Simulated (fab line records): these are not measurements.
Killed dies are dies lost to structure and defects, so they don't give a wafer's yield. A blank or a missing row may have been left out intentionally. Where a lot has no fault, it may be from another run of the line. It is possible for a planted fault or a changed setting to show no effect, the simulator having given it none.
fab line records	flow n5_finfet
[record] lots = 6	wafers = 17	last_day = 16
route steps=1938 shown SD_EPI_P@309 SD_ACTIVATION@330 ILD0@335 SDB@347 MOL_CONTACT_COAG@538
lots that met no fault: taken from a fault-free run of the same line
start_h: start of the lot's first displayed wafer, in hours after the record's first day	wait_h: hours elapsed since this lot's preceding step	" repeats the value in the row above	L1.1+2: a row that stands for several wafers	- no value present, or no start provided	* or withheld: withheld	< > ~ a bound
route shown NAME@n: a module of which the file shows steps, and the number in the route of the first	usual: mean/standard deviation taken from wafers without a fault	same: alike in all rows	chamber/n: place in a boat	sites: readings site by site	_std_site: how widely they spread, as a standard deviation	_edge_site: outer sites' mean less inner sites'	radius_mm: how far each site lies from the wafer's centre	mask NAME#n: copy n	behind: the most recent tool/chamber to have shaped the wafer	hold: why the lot went on hold/how many hours it stayed there/how the hold came to an end	device: the transistor (n, p or np) that didn't switch	end of line: the route-end tests of the same wafers	a step without rows: its recipe alone	killed: count of dies lost to structure and defects at first sort (not the wafer's yield)	map: per-die view of a wafer (x killed, . not killed, _ where there is no die)
set.NAME: setting as actually run; set.NAME@STEP: the setting as run at that earlier step	model.NAME: the simulator's own value behind a step, which no gauge read
a table for each step, a row for each wafer; lots at some steps of the route
services: when a tool's chamber went out of use (start_h, in hours from the record's first day, below 0 if earlier), for how many hours, and the reason
[[steps]]
[step N5_SD_EPI_P_STRIP_38]
[recipe] chemistry = N2/H2	temp_c = 40	n2_flow_sccm = 200	h2_flow_sccm = 200	rf_frequency_hz = 6e+07
[step N5_SD_EPI_P_ETCHBACK_46]
[recipe] chemistry = CH3F/O2	mode = anisotropic_etchback	target = SiNx	target_depth_a = 175	stop_on = SiO2	over_etch_frac = 0.3	ion_energy_ev = 120	pressure_mtorr = 30	source_w = 395	bias_w = 73	Ar_flow_sccm = 150	CH3F_flow_sccm = 30	O2_flow_sccm = 20
[step N5_SD_EPI_P_ETCH_47]
[recipe] chemistry = CH3F/O2	target = SiOCN	target_depth_a = 250	mask_material = SOC	ion_energy_ev = 60	bias_w = 29	pressure_mtorr = 30	source_w = 410	Ar_flow_sccm = 150	CH3F_flow_sccm = 30	O2_flow_sccm = 20
[step N5_SD_EPI_P_ETCH_16]
[recipe] chemistry = CHF3/O2	target = SiO2	target_depth_a = 50	mask_material = SOC	pressure_mtorr = 30	source_w = 650	bias_w = 170	Ar_flow_sccm = 200	CHF3_flow_sccm = 50	O2_flow_sccm = 5	ion_energy_ev = 200
[step N5_SD_EPI_P_STRIP_50]
[recipe] chemistry = CHF3/O2	resist = SiARC	rf_frequency_hz = 6e+07
[step N5_SD_EPI_P_SD_RECESS_17]
[recipe] chemistry = HBr/Cl2/O2	target_depth_a = 391	bt_time_s = 3	pressure_mtorr = 10	icp_w = 800	bias_w = 112	HBr_flow_sccm = 150	Cl2_flow_sccm = 80	O2_flow_sccm = 12
[step N5_SD_EPI_P_WET_ETCH_45]
[recipe] chemistry = dHF	dilution = withheld	time_s = 10.7	target = SiO2	target_depth_a = 20	temp_c = 25	dry = ipa_marangoni	rinse_time_s = 30	rinse_temp_c = 23
[step N5_SD_EPI_P_STRIP_40]
[recipe] chemistry = N2/H2	power_w = 1000	temp_c = 250	h2_frac = 0.65	overash_fraction = 0.3	pressure_mtorr = withheld	n2_flow_sccm = 1750	h2_flow_sccm = 3250
[usual] drypump_motor_current_A = 6.1/0.57	heater_power_w = 378/35	oes_product_au = 0.762/0.011
lot.wafer	tool	chamber	start_h	wait_h	drypump_motor_current_A	heater_power_w	oes_product_au	rf_hours_counter_h
L688.2	plasma_asher-02	1	107.26	0.0	5.9	339	0.749	93
L688.6	"	0	"	"	6.7	408	0.780	-
L689.1	plasma_asher-01	1	114.05	0.0	6.4	391	0.750	44
L689.4	"	0	"	"	5.1	409	0.756	-
L689.5	"	0	"	"	5.1	399	0.777	-
L692.1	plasma_asher-02	1	133.11	0.0	5.9	331	0.752	98
L692.2	"	0	"	"	6.7	413	0.772	98
L692.4	"	1	"	"	5.9	326	0.750	-
L694.4	plasma_asher-02	1	143.49	0.0	5.9	330	0.763	-
L694.5	"	0	"	"	6.8	407	0.774	-
L694.6	"	1	"	"	5.9	334	0.760	-
L698.1	plasma_asher-01	1	167.29	0.0	6.4	386	0.762	55
L698.5	"	0	"	"	5.1	411	0.765	-
L698.6	"	1	"	"	6.4	385	0.748	-
L701.1	plasma_asher-02	0	186.86	0.0	6.7	410	0.759	108
L701.2	"	1	"	"	5.9	332	0.763	108
L701.3	"	1	"	"	5.9	332	0.762	-
[step N5_SD_EPI_P_PRECLEAN_52]
[recipe] chemistry = O3/DIW	time_s = 60	temp_c = 22	o3_ppm = 10
[step N5_SD_EPI_P_SRD_20]
[recipe] dry = ipa_marangoni	do_ppb = 5	time_s = 30	temp_c = 23	rinse_liquid = diw
[step N5_SD_EPI_P_PRECLEAN_51]
[recipe] chemistry = NF3:NH3	afs_cycles = 1	temp_c = 30	time_s = 20	sublimation_temp_c = 180	sublimation_time_s = 60	pressure_torr = 3	rf_power_w = 30
[step N5_SD_EPI_P_VAPOR_ETCH_44]
[recipe] chemistry = NF3/Ar	target = SiGe30	temp_c = 25	time_s = 3.3	mode = isotropic
[step N5_SD_EPI_P_EPI_21]
[recipe] material = SiGe:B	dopant = B	temp_c = 550	pressure_torr = 20	ambient = H2	time_s = 355
[usual] susceptor_temp_C = 550.02/0.27	susceptor_temp_C_max = 551.1/0.58
lot.wafer	tool	chamber	start_h	wait_h	susceptor_temp_C	susceptor_temp_C_max	model.SiGe-B_of_SD_EPI_P_EPI_21.thk_nm
L688.2	epi_rpcvd-03	0	108.17	0.5	550.23	551.0	60.8
L688.6	"	0	109.61	1.8	550.44	551.1	61.8
L689.1	epi_rpcvd-04	0	114.57	0.1	550.27	552.1	61.4
L689.4	"	0	115.65	1.1	549.90	552.2	61.8
L689.5	"	0	"	"	550.46	552.3	62.4
L692.1	epi_rpcvd-04	0	133.63	0.1	554.33	556.5	67
L692.2	"	0	"	"	554.35	556.5	66.8
L692.4	"	0	"	"	554.55	556.7	66.8
L694.4	epi_rpcvd-04	0	145.07	1.1	554.80	556.4	67
L694.5	"	0	"	"	554.54	556.7	67.8
L694.6	"	0	"	"	554.20	556.1	67.2
L698.1	epi_rpcvd-03	0	167.81	0.1	549.82	550.6	61
L698.5	"	0	169.25	1.5	550.19	550.8	61.6
L698.6	"	0	"	"	550.17	551.0	61.4
L701.1	epi_rpcvd-02	0	187.67	0.3	549.48	550.6	60
L701.2	"	0	"	"	549.61	550.6	60.8
L701.3	"	0	"	"	549.79	550.5	59.8
[step N5_SD_EPI_P_EPI_MEAS_23]
[recipe] mode = xrd
[usual] thk_nm = 61.1/1.2
lot.wafer	tool	chamber	start_h	wait_h	thk_nm
L688.2	film_metro-02	-	110.01	1.5	60.6
L688.6	"	-	"	"	61.0
L689.1	film_metro-02	-	116.76	1.8	61.6
L689.4	"	-	"	"	61.6
L689.5	"	-	"	"	62.7
L692.1	film_metro-02	-	135.82	1.8	67.5
L692.2	"	-	"	"	68.4
L692.4	"	-	"	"	65.3
L694.4	film_metro-01	-	146.21	0.8	66.8
L694.5	"	-	"	"	66.3
L694.6	"	-	"	"	69.1
L698.1	film_metro-01	-	170.01	1.8	60.3
L698.5	"	-	"	"	62.3
L698.6	"	-	"	"	61.7
L701.1	film_metro-02	-	191.54	3.2	60.3
L701.2	"	-	"	"	62.4
L701.3	"	-	"	"	60.4
[step N5_SD_EPI_P_HM_STRIP_48]
[recipe] chemistry = H3PO4	temp_c = 160	material = SiNx	target = SiNx	target_depth_a = 30	overetch_fraction = 0.3
[step N5_SD_EPI_P_SRD_49]
[recipe] dry = ipa_marangoni	time_s = 30	temp_c = 23	rinse_liquid = diw
[step N5_SD_EPI_P_PRECLEAN_24]
[recipe] chemistry = O3/DIW	time_s = 45	temp_c = 22	o3_ppm = 10
[step N5_SD_EPI_P_PRECLEAN_32]
[recipe] chemistry = dHF	time_s = 10	dilution = 500:1	temp_c = 25
[step N5_SD_EPI_P_PRECLEAN_33]
[recipe] chemistry = SC2	time_s = 45	temp_c = 35	mix = 1:1:50
[step N5_SD_EPI_P_SRD_25]
[recipe] time_s = 30	temp_c = 23	rinse_liquid = diw	dry = ipa_marangoni
[step N5_SD_EPI_P_INSPECT_26]
[recipe] inspect_instrument = darkfield	mode = post_epi
[usual] raw_defect_count = 167/35
lot.wafer	tool	chamber	start_h	wait_h	raw_defect_count
L688.2	defect_inspect-02	-	110.19	0.0	214
L688.6	"	-	"	"	248
L689.1	defect_inspect-01	-	116.94	0.0	137
L689.4	"	-	"	"	136
L689.5	"	-	"	"	181
L692.1	defect_inspect-01	-	136.00	0.0	130
L692.2	"	-	"	"	155
L692.4	"	-	"	"	107
L694.4	defect_inspect-02	-	146.38	0.0	190
L694.5	"	-	"	"	163
L694.6	"	-	"	"	189
L698.1	defect_inspect-01	-	170.18	0.0	166
L698.5	"	-	"	"	174
L698.6	"	-	"	"	152
L701.1	defect_inspect-01	-	191.72	0.0	147
L701.2	"	-	"	"	183
L701.3	"	-	"	"	177
[step N5_SD_ACTIVATION_RTA_00]
[recipe] temp_c = 975	time_s = 0	ambient = N2	idle_temp_c = 600	ramp_up_c_per_s = 150	ramp_down_c_per_s = 60	cool_to_c = 600
[step N5_SD_ACTIVATION_LSA_01]
[recipe] temp_c = 1080	time_s = 0.0008	ambient = N2
[usual] wafer_temp_C_max = 1084.5/0.94
lot.wafer	tool	chamber	start_h	wait_h	wafer_temp_C_max
L688.2	laser_anneal-02	0	110.45	0.2	1084.0
L688.6	"	0	"	"	1083.6
L689.1	laser_anneal-01	0	117.29	0.2	1085.2
L689.4	"	0	"	"	1083.8
L689.5	"	0	"	"	1084.4
L692.1	laser_anneal-02	0	136.28	0.2	1082.6
L692.2	"	0	"	"	1084.0
L692.4	"	0	"	"	1084.6
L694.4	laser_anneal-02	0	146.71	0.2	1085.4
L694.5	"	0	"	"	1084.3
L694.6	"	0	"	"	1083.7
L698.1	laser_anneal-02	0	170.41	0.2	1082.8
L698.5	"	0	"	"	1084.9
L698.6	"	0	"	"	1083.0
L701.1	laser_anneal-01	0	191.95	0.2	1085.4
L701.2	"	0	"	"	1085.6
L701.3	"	0	"	"	1086.3
[step N5_SD_ACTIVATION_INSPECT_02]
[recipe] inspect_instrument = darkfield	mode = post_anneal
[usual] raw_defect_count = 168/36
lot.wafer	tool	chamber	start_h	wait_h	raw_defect_count
L688.2	defect_inspect-01	-	110.94	0.1	236
L688.6	"	-	"	"	259
L689.1	defect_inspect-01	-	117.92	0.3	150
L689.4	"	-	"	"	142
L689.5	"	-	"	"	175
L692.1	defect_inspect-01	-	136.81	0.2	143
L692.2	"	-	"	"	150
L692.4	"	-	"	"	121
L694.4	defect_inspect-02	-	147.14	0.1	216
L694.5	"	-	"	"	154
L694.6	"	-	"	"	179
L698.1	defect_inspect-01	-	170.93	0.2	176
L698.5	"	-	"	"	174
L698.6	"	-	"	"	150
L701.1	defect_inspect-01	-	192.48	0.2	155
L701.2	"	-	"	"	178
L701.3	"	-	"	"	157
[step N5_ILD0_LINER_00]
[recipe] material = SiNx	target_thk_a = 40	temp_c = 400	ald_precursor_family = SiH2I2	ald_co_reactant = N2/H2-plasma	pulse_time_s = 1	purge_time_s = 2	co_reactant_purge_time_s = 2	ald_cycles = 80	pressure_torr = 2
[usual] heater_power_w = 853/91	precursor_pulse_height_rel = 0.998/0.02
lot.wafer	tool	chamber	start_h	wait_h	heater_power_w	precursor_pulse_height_rel
L688.2	ald_sin-02	2	110.98	0.0	859	0.977
L688.6	"	0	"	"	830	0.997
L689.1	ald_sin-03	1	117.95	0.0	1043	0.978
L689.4	"	0	"	"	881	1.003
L689.5	"	1	"	"	1032	0.987
L692.1	ald_sin-02	1	136.85	0.0	826	0.989
L692.2	"	3	"	"	858	1.017
L692.4	"	0	"	"	845	1.001
L694.4	ald_sin-03	1	147.27	0.1	1044	1.009
L694.5	"	3	"	"	759	0.998
L694.6	"	2	"	"	837	1.017
L698.1	ald_sin-02	3	170.97	0.0	849	0.962
L698.5	"	1	"	"	832	1.025
L698.6	"	0	"	"	830	1.013
L701.1	ald_sin-03	3	192.55	0.1	741	1.026
L701.2	"	2	"	"	841	0.972
L701.3	"	0	"	"	846	1.021
[step N5_ILD0_FCVD_FILL_01]
[recipe] material = SiO2_flowable	target_thk_a = 2000	temp_c = 100	pressure_torr = 0.8	rf_w = 2000	time_s = 328.3
[step N5_ILD0_CURE_02]
[recipe] temp_c = 450	time_s = 1800	ambient = steam	idle_temp_c = 400	ramp_up_c_per_min = 5	ramp_down_c_per_min = 3	densification_p_h2o_torr = 640
[step N5_ILD0_CMP_03]
[recipe] stop_on = SiNx	t_overpolish_s = 1.9	post_cmp_clean = alkaline_brush	down_force_psi = 4.1491	platen_rpm = 51.796	pad_velocity_m_s = 1.0306	target_thk_nm = 197.38
[usual] head_pressure_psi = 4.149/0.0089	motor_current_A = 12.7/1.3	overpolish_run_s = 1.901/0.0092	time_to_endpoint_s = 69/4.7
lot.wafer	tool	chamber	start_h	wait_h	head_pressure_psi	motor_current_A	overpolish_run_s	time_to_endpoint_s
L688.2	cmp-03	1	113.51	0.2	4.154	12.3	1.908	63
L688.6	"	1	"	"	4.157	12.3	1.919	64
L689.4	cmp-01	3	120.41	0.1	4.154	12.7	1.897	74
L689.1	"	0	"	"	4.156	11.7	1.900	66
L689.5	"	1	"	"	4.146	12.0	1.885	73
L692.2	cmp-04	0	139.21	0.0	4.161	11.8	1.922	69
L692.1	"	1	"	"	4.153	11.3	1.914	73
L692.4	"	3	"	"	4.154	14.6	1.906	64
L694.4	cmp-03	0	150.07	0.1	4.144	14.0	1.894	74
L694.5	"	2	"	"	4.152	13.1	1.899	68
L694.6	"	3	"	"	4.148	14.5	1.907	71
L698.1	cmp-01	3	173.42	0.1	4.155	12.9	1.913	73
L698.6	"	1	"	"	4.159	11.5	1.907	72
L698.5	"	2	"	"	4.149	10.5	1.904	68
L701.1	cmp-01	0	194.93	0.0	4.142	12.0	1.889	62
L701.2	"	1	"	"	4.161	11.7	1.902	68
L701.3	"	3	"	"	4.135	12.9	1.887	70
[step N5_ILD0_THK_MEAS_04]
[usual] thk_nm = 196.8/1.4
lot.wafer	tool	chamber	start_h	wait_h	thk_nm
L688.2	film_metro-01	-	113.77	-	194.6
L688.6	"	-	"	"	196.3
L689.1	film_metro-01	-	120.63	-	198.2
L689.4	"	-	"	"	195.1
L689.5	"	-	"	"	200.1
L692.1	film_metro-02	-	139.50	-	197.5
L692.2	"	-	"	"	197.0
L692.4	"	-	"	"	193.5
L694.4	film_metro-01	-	150.29	-	198.6
L694.5	"	-	"	"	196.5
L694.6	"	-	"	"	197.9
L698.1	film_metro-02	-	173.64	-	197.2
L698.5	"	-	"	"	195.2
L698.6	"	-	"	"	195.3
L701.1	film_metro-02	-	195.23	-	195.1
L701.2	"	-	"	"	197.8
L701.3	"	-	"	"	198.1
[step N5_ILD0_CMP_07]
[recipe] stop_on = poly-Si	material = SiO2_flowable	t_overpolish_s = 1.18	post_cmp_clean = alkaline_brush	down_force_psi = 4.1491	platen_rpm = 51.796	pad_velocity_m_s = 1.0306	target_thk_nm = 138.88
[step N5_ILD0_THK_MEAS_08]
[usual] thk_nm = 138.8/1.6
lot.wafer	tool	chamber	start_h	wait_h	thk_nm
L688.2	film_metro-01	-	114.09	-	140.2
L688.6	"	-	"	"	140.3
L689.1	film_metro-02	-	120.95	-	137.4
L689.4	"	-	"	"	137.5
L689.5	"	-	"	"	139.9
L692.1	film_metro-01	-	139.83	-	140.8
L692.2	"	-	"	"	137.2
L692.4	"	-	"	"	140.4
L694.4	film_metro-01	-	150.61	-	136.8
L694.5	"	-	"	"	136.8
L694.6	"	-	"	"	140.0
L698.1	film_metro-01	-	173.97	-	137.1
L698.5	"	-	"	"	138.2
L698.6	"	-	"	"	136.7
L701.1	film_metro-02	-	195.55	-	137.6
L701.2	"	-	"	"	139.7
L701.3	"	-	"	"	140.7
[step N5_ILD0_PRECLEAN_10]
[recipe] chemistry = NF3:NH3	afs_cycles = 5	time_s = 20	temp_c = 30	sublimation_temp_c = 180	sublimation_time_s = 60	pressure_torr = 3	rf_power_w = 30
[step N5_ILD0_ALD_15]
[recipe] material = SiNx	target_thk_a = 240	temp_c = 400	ald_precursor_family = SiH2I2	ald_co_reactant = N2/H2-plasma	pulse_time_s = 1	ald_cycles = 480	purge_time_s = 2	co_reactant_purge_time_s = 2	pressure_torr = 2
[usual] heater_power_w = 846/95	precursor_pulse_height_rel = 1.002/0.02
lot.wafer	tool	chamber	start_h	wait_h	heater_power_w	precursor_pulse_height_rel
L688.2	ald_sin-02	1	115.22	0.9	808	1.052
L688.6	"	3	116.31	1.5	845	0.958
L689.1	ald_sin-03	3	121.67	0.6	710	0.994
L689.4	"	2	"	"	858	0.988
L689.5	"	1	122.76	1.2	1050	0.981
L692.1	ald_sin-01	0	140.55	0.6	843	0.991
L692.2	"	2	"	"	828	1.001
L692.4	"	3	"	"	919	1.001
L694.4	ald_sin-03	1	152.42	1.3	1047	0.989
L694.5	"	3	"	"	728	0.997
L694.6	"	2	"	"	846	0.997
L698.1	ald_sin-02	3	174.68	0.6	872	1.015
L698.5	"	0	175.77	1.2	836	1.012
L698.6	"	3	"	"	823	0.990
L701.1	ald_sin-01	0	196.27	0.6	839	0.997
L701.2	"	3	"	"	921	0.990
L701.3	"	2	"	"	848	1.003
[step N5_ILD0_CMP_12]
[recipe] stop_on = poly-Si	material = SiNx	t_overpolish_s = 6	post_cmp_clean = alkaline_brush	down_force_psi = 2.5	platen_rpm = 51.8	pad_velocity_m_s = 1.0307	target_thk_nm = 17.67
[step N5_ILD0_THK_MEAS_13]
[usual] thk_nm = 17.3/1.5
lot.wafer	tool	chamber	start_h	wait_h	thk_nm
L688.2	film_metro-02	-	117.72	-	19.9
L688.6	"	-	"	"	20.9
L689.1	film_metro-01	-	124.16	-	16.4
L689.4	"	-	"	"	18.0
L689.5	"	-	"	"	15.7
L692.1	film_metro-02	-	143.04	-	15.7
L692.2	"	-	"	"	17.5
L692.4	"	-	"	"	19.3
L694.4	film_metro-01	-	153.83	-	20.0
L694.5	"	-	"	"	19.4
L694.6	"	-	"	"	18.0
L698.1	film_metro-02	-	177.18	-	19.4
L698.5	"	-	"	"	17.5
L698.6	"	-	"	"	19.9
L701.1	film_metro-02	-	198.76	-	16.5
L701.2	"	-	"	"	14.6
L701.3	"	-	"	"	18.7
[step N5_ILD0_INSPECT_06]
[recipe] inspect_instrument = darkfield	mode = post_cmp
[usual] raw_defect_count = 36/15
lot.wafer	tool	chamber	start_h	wait_h	raw_defect_count
L688.2	defect_inspect-02	-	117.74	0.0	20
L688.6	"	-	"	"	20
L689.1	defect_inspect-02	-	124.19	0.0	41
L689.4	"	-	"	"	57
L689.5	"	-	"	"	24
L692.1	defect_inspect-01	-	143.07	0.0	58
L692.2	"	-	"	"	46
L692.4	"	-	"	"	41
L694.4	defect_inspect-02	-	153.85	0.0	34
L694.5	"	-	"	"	30
L694.6	"	-	"	"	38
L698.1	defect_inspect-01	-	177.20	0.0	26
L698.5	"	-	"	"	17
L698.6	"	-	"	"	19
L701.1	defect_inspect-02	-	198.79	0.0	35
L701.2	"	-	"	"	25
L701.3	"	-	"	"	46
[step N5_SDB_HM_DEP_00]
[recipe] material = SiNx	target_thk_a = 400	temp_c = 400	precursor = SiH4/NH3/N2	pressure_torr = 1.5	rf_w = 300	time_s = 35.3
[step N5_SDB_COAT_03]
[recipe] resist = SOC	temp_c = 250	time_s = 60	spin_rpm = 1500	resist_thk_nm = 100
[step N5_SDB_COAT_04]
[recipe] resist = SiARC	temp_c = 220	time_s = 60	spin_rpm = 1500	resist_thk_nm = 18
[step N5_SDB_COAT_05]
[recipe] resist = CAR-ArF	spin_rpm = 1500	resist_thk_nm = 90
[step N5_MOL_CONTACT_COAG_ETCH_110]
[recipe] chemistry = CF4/O2	target = Si	target_depth_a = 25	time_s = 8	pressure_mtorr = 100	source_w = 200	bias_w = 12	ion_energy_ev = 60	Ar_flow_sccm = 100	cf4_flow_sccm = 100	O2_flow_sccm = 10
[usual] drypump_motor_current_A = 5.7/0.4	oes_product_au = 0.82/0.085	rf_vpp_V = 127/5	showerhead_plenum_p_Torr = 2.22/0.055	throttle_valve_pct = 10.73/0.27
lot.wafer	tool	chamber	start_h	wait_h	drypump_motor_current_A	oes_product_au	rf_hours_counter_h	rf_vpp_V	showerhead_plenum_p_Torr	throttle_valve_pct	model.SiGe-B_of_SD_EPI_P_EPI_21.thk_nm
L688.2	rie_diel-01	2	139.73	0.0	5.3	0.78	122	122	2.32	10.80	57.8
L688.6	"	1	"	"	5.7	0.69	-	130	2.18	11.27	58.8
L689.1	rie_diel-04	0	146.63	0.0	5.9	0.78	114	124	2.14	10.65	58.6
L689.4	"	2	"	"	5.4	0.95	8	129	2.18	10.35	58.8
L689.5	"	0	"	"	5.9	0.77	-	125	2.14	10.65	59.4
L692.1	rie_diel-04	1	166.45	0.0	5.5	0.85	48	120	2.26	10.67	63.8
L692.2	"	2	"	"	5.4	0.93	14	131	2.18	10.37	63.6
L692.4	"	0	"	"	5.9	0.78	120	123	2.14	10.67	63.8
L694.4	rie_diel-04	2	180.27	0.0	5.4	0.92	17	129	2.17	10.37	63.8
L694.5	"	0	"	"	5.9	0.77	-	122	2.14	10.68	64.6
L694.6	"	3	"	"	6.0	0.94	-	131	2.19	10.37	64
L698.1	rie_diel-04	0	200.40	0.0	5.9	0.76	132	123	2.14	10.70	58.2
L698.5	"	2	"	"	5.4	0.92	-	130	2.17	10.39	58.6
L698.6	"	3	"	"	6.1	0.93	-	132	2.19	10.38	58.4
L701.1	rie_diel-04	0	222.22	0.0	5.9	0.76	140	123	2.13	10.72	57.2
L701.2	"	1	"	"	5.4	0.84	68	120	2.25	10.73	58
L701.3	"	3	"	"	6.0	0.91	39	132	2.18	10.41	57
[[services]]
tool	chamber	start_h	hours	kind
cmp-03	-	84.39	5.3	pm
rie_diel-04	0	87.45	6.6	repair
cmp-01	-	91.16	17.3	pm
rie_diel-04	3	94.41	-	clean
ald_sin-02	-	102.55	2.8	pm
cmp-03	-	128.69	10.4	pm
cmp-01	-	141.81	1.9	repair
cmp-04	-	145.70	4.9	pm
rie_diel-04	-	148.85	0.1	repair
plasma_asher-02	-	149.07	2.7	pm
ald_sin-03	0	149.07	8.7	repair
ald_sin-03	-	164.77	4.3	pm
cmp-03	-	165.98	4.6	repair
rie_diel-04	2	172.28	4.3	repair
ald_sin-03	-	176.75	14.0	pm
epi_rpcvd-04	-	182.24	8.1	pm
cmp-04	-	184.76	10.6	repair
cmp-01	-	187.15	1.7	repair
rie_diel-04	-	190.71	1.6	repair
cmp-03	-	195.14	4.0	pm
ald_sin-01	-	199.61	1.2	repair
laser_anneal-01	-	201.92	4.2	pm
cmp-01	-	207.58	2.0	repair
laser_anneal-02	-	222.22	2.6	pm
[[key]]
[first_sign] step = N5_SD_EPI_P_EPI_21	reading = susceptor_temp_C	direction = up	sigmas = 16	usual = *	struck = *
[effect] step = N5_SD_EPI_P_EPI_21	reading = susceptor_temp_C_max	direction = up	sigmas = 9.2	usual = *	struck = *
[effect] step = N5_SD_EPI_P_EPI_MEAS_23	reading = thk_nm	direction = up	sigmas = 5.2	usual = *	struck = *
[model_effect] step = N5_SD_EPI_P_EPI_21	value = SiGe-B_of_SD_EPI_P_EPI_21.thk_nm	without = 60.77	struck = 67.1
[model_effect] step = N5_MOL_CONTACT_COAG_ETCH_110	value = SiGe-B_of_SD_EPI_P_EPI_21.thk_nm	without = 57.83	struck = 63.93
met_at N5_SD_EPI_P_EPI_21
struck_wafers L692.1,L692.2,L692.4,L694.4,L694.5,L694.6
rows_end L692.1,L692.2,L692.4
tester_left_out L694
[baseline_loss] step = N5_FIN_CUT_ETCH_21	wafers = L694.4
[baseline_loss] step = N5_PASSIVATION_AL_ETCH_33	wafers = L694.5
onset_between 114.57 133.63
[fault] kind = process_parameter_drift	tool = epi_rpcvd-04	chamber = -	onset_h = 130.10	steps = N5_SD_EPI_P_EPI_21	channel = temp_c	offset = *	shape = step	acts_in = *	stated = *
// tester_left_out: of these lots the tester's yield and bins aren't shown, on N5 and GAA mostly nor the transistor test; their killed dies are dies lost to structure and defects alone, not to doping, threshold or leakage, so they don't give the yield
// rows_end: these wafers met a further fault down the route, and their rows from its step on are left out
// baseline_loss: these wafers lose ten dies or more at that step, a loss of the line's own and not of a fault; the sort's usual values leave them out
